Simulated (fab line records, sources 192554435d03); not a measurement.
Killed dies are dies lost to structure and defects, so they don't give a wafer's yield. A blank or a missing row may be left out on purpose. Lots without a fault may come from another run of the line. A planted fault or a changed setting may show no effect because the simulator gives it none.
A struck lot beside a sound one | flow n5_finfet | 13 steps out of a route of 1938
Sound: wafers L128.1, L128.3, L128.4. Struck: wafers L119.1, L119.3, L119.6. The cause comes at the end.
At each step with rows: each side's tool, then ch and its chambers, then its first start. Under that, the readings that differ: sound wafers | struck wafers | difference of the means | sigmas: that difference in standard deviations of wafers without a fault.
alike: readings whose means differ by less than 2 such deviations, and words and numbers that are the same on both sides. not compared: withheld readings, readings that some wafer has no value for, bounds like >300 that may hide the same value, and numbers for which the record gives no deviation and whose values overlap.
The two part at a step that has a row with sigmas, a row that says differs or no value, or rows on one side only. Numbers that don't overlap but have no deviation are shown without sigmas and don't part them. A reading that every wafer of one side lacks parts them only if that side has two wafers or more.

first, 9 steps without rows for these wafers: N5_BEOL_M3_EBR_24; N5_BEOL_M3_SOFTBAKE_23 (time 60 s); N5_BEOL_M3_EXPOSE_25 (exposes mask V2, defocus 5 nm); N5_BEOL_M3_PEB_26 (peb time 60 s); N5_BEOL_M3_DEVELOP_27 (develop time 30 s); N5_BEOL_M3_DESCUM_33 (chemistry O2, time 7 s); N5_BEOL_M3_ETCH_77 (etches underlayer in N2/H2, target depth 6.5 nm, time 5.2 s); N5_BEOL_M3_ETCH_69 (etches SiARC in CF4, target depth 15.6 nm, time 26 s); N5_BEOL_M3_ALD_98 (deposits SiO2, target thk 2.5 nm, pulse time 1 s, co reactant pulse time 1 s).
N5_BEOL_M3_ETCHBACK_99: etches SiO2 in CHF3, target depth 5 nm, time 10.4 s.
  sound on rie_diel-02 ch 1,2,3, day 12 01:31; struck on rie_diel-04 ch 0,1, day 10 01:34
  no value came back on the struck wafers for any of 9 readings (CHF3_flow_sccm (sccm), bias_w (W) and others); on the sound wafers CHF3_flow_sccm (sccm) reads 12.00 11.99 11.99
then, 1 step without rows for these wafers: N5_BEOL_M3_ETCH_70 (etches SOC in N2/H2, target depth 80 nm, overetch 16 nm, time 120 s).
N5_BEOL_M4_RC_MEAS_101:
  the record has rows for the sound wafers here (prober-01 ch 0, day 12 19:35) and none for the struck ones
-- the record jumps here: 5 days lie between the struck wafers' starts before and after (it left off in module BEOL_M4 and takes up again in module PASSIVATION, whose first step shown is number 1936 of the route) --
N5_PASSIVATION_PROBE_49:
  the record has rows for the struck wafers here (prober-01, day 15 06:37) and none for the sound ones

WHERE THEY PART
First at N5_BEOL_M3_ETCHBACK_99; last, within this record, at N5_PASSIVATION_PROBE_49.

WHY: what the simulator had put in
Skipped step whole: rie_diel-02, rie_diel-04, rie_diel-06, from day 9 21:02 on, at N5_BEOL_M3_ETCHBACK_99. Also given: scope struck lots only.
